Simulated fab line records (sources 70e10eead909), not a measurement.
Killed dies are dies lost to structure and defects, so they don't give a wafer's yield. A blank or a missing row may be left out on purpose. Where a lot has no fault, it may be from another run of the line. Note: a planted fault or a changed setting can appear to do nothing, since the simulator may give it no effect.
Matching of chambers -- flow nand-harc -- rie-diel-05 running NHARC_A_M1_ETCH_35: 4 sister chambers
The step etches the open film in N2/H2, target depth 40 nm, overetch 12 nm, time 43.94 s. 4 wafers are shown with their chamber, then 8 later ones without.

## EACH WAFER AND ITS CHAMBER
wafer,chamber,showerhead-plenum-p-Torr (Torr)
L088.1,2,2.15
L088.4,3,1.94
L088.5,0,1.98
L087.3,1,2.02

## WAFERS WHOSE CHAMBER IS MISSING
wafer,showerhead-plenum-p-Torr (Torr)
L087.4,2.15
L087.6,2.02
L092.4,1.98
L092.5,1.98
L092.6,2.02
L092.1,1.93
L092.2,2.02
L092.3,2.15

## WHICH CHAMBER EACH WENT THROUGH
wafer,from the rows above,in truth
L087.4,2,2
L087.6,1,1
L092.4,0,0
L092.5,0,0
L092.6,1,1
L092.1,3,3
L092.2,1,1
L092.3,2,2
Correct placement for 8 of the 8. Number that these rows cannot place: 0. Placed wrongly: 0.
How it was worked out, from the rows above alone: a wafer's distance from a chamber is the root of the sum, over the readings, of the square of ((its reading less the chamber's mean) divided by the reading's scatter). The wafer belongs to the nearest chamber; if the next one is less than 2 further off, it can't be placed. The mean given for a chamber averages the wafers shown for that chamber. The scatter: with one shown wafer a chamber, the root of the mean of the squares of how far each hidden wafer lies from its nearest shown one.
